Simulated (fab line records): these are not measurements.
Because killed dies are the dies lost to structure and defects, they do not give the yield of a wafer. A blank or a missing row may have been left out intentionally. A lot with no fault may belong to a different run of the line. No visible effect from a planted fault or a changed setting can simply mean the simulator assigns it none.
Lot-split experiment	flow n5Finfet	route with 1938 steps; 7 lots, 21 wafers read

## ON THE SPLIT
At N5_GATE_CUT_ALD_22 (deposits SiNx, target thk 16 nm, pulse time 1 s, ald cycles 320), the setting aldCycles was moved away from the recipe's 320 on 9 of the 21 wafers read, by -15.0% to +15.3%. The other wafers ran this setting at the recipe's value.

The split's own step is where the reading is taken.

## THE READING
SiNx_of_GATE_CUT_ALD_22.thkNm (the simulator's own value, which no gauge read), in nm, at N5_GATE_CUT_ALD_22 (deposits SiNx, target thk 16 nm, pulse time 1 s, ald cycles 320). The file does not state a usual value for it. Here, 12 wafers ran the recipe; their average is 16.0 nm with a standard deviation of 0.082 nm.

wafer	tool, chamber at the split	aldCycles as run	against the recipe	SiNx_of_GATE_CUT_ALD_22.thkNm, nm	against lot-mates on the recipe
L075.1	aldSin-01, 2	369	+15.3%	18.4	+2.4
L075.4	aldSin-01, 1	369	+15.3%	18.6	+2.6
L075.5	aldSin-01, 2	320	recipe	16	-
L083.2	aldSin-01, 3,1,2	320	recipe	16	-
L083.4	aldSin-01, 3,1,2	320	recipe	16	-
L083.6	aldSin-01, 3,1,2	320	recipe	16	-
L082.1	aldSin-01, 1,2	336	+5.0%	16.8	+0.6
L082.4	aldSin-01, 1,2	336	+5.0%	16.8	+0.6
L082.5	aldSin-01, 3	320	recipe	16.2	-
L090.1	aldSin-01, 1,0	290	-9.4%	14.4	-1.6
L090.3	aldSin-01, 1,0	290	-9.4%	14.4	-1.6
L090.6	aldSin-01, 3	320	recipe	16	-
L092.1	aldSin-04, 2,3	365	+14.1%	18.2	+2.2
L092.2	aldSin-04, 2,3	365	+14.1%	18.2	+2.2
L092.4	aldSin-04, 1	320	recipe	16	-
L094.1	aldSin-04, 3,0	320	recipe	16	-
L094.2	aldSin-04, 3,0	320	recipe	16	-
L094.6	aldSin-04, 0	320	recipe	15.8	-
L096.2	aldSin-04, 0,2	320	recipe	16	-
L096.6	aldSin-04, 0,2	320	recipe	16	-
L096.4	aldSin-04, 1	272	-15.0%	13.6	-2.4
Rows listing several chambers each stand for several wafers; the file does not say which wafer went through which chamber.

THE FIT
A straight line over all 21 wafers: SiNx_of_GATE_CUT_ALD_22.thkNm changes by +0.162 nm for each +1% of aldCycles; r = +1.00; the points scatter about the line by 0.081 nm.
The same after taking each lot's own level away (the mean of its wafers on the recipe; 21 wafers): +0.161 nm for each +1%; r = +1.00; scatter 0.085 nm.
Per that fit: largest aldCycles move, reading shift of 2.5 nm.
Across the lots, their own levels run from 15.93 to 16.20 nm, a range of 3.3 times the standard deviation given above.
Hence the lot-to-lot level has little effect on the slope; both slopes agree.
Check: for one of the wafers moved furthest among these (+15.3%), held out of the fit, the line's prediction against its lot-mates is +2.44 nm. It came out at +2.4 nm against them.

## THESE WAFERS: OTHER SPLITS
Note: prior to the reading, these wafers also went through further splits. Each is held against what the fit with the lots' levels taken away leaves over:
other split on the same wafers	wafers away from the commonest value	r with SiNx_of_GATE_CUT_ALD_22.thkNm (lot level and that fit taken away)
N5_SD_EPI_N_PRECLEAN_49 tempC	6	-0.12
N5_HKMG_FIN_PEB_47 pebTimeS	9	-0.27
N5_HKMG_FIN_ETCH_55 biasW	8	-0.12
N5_HKMG_FIN_COAT_29 spinRpm	10	+0.07
N5_HKMG_FIN_PEB_10 pebTimeS	6	-0.20

## FILE'S OWN FIT
SiNx_of_GATE_CUT_ALD_22.thkNm changes by +0.16 nm for each +1% of aldCycles, r = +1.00.
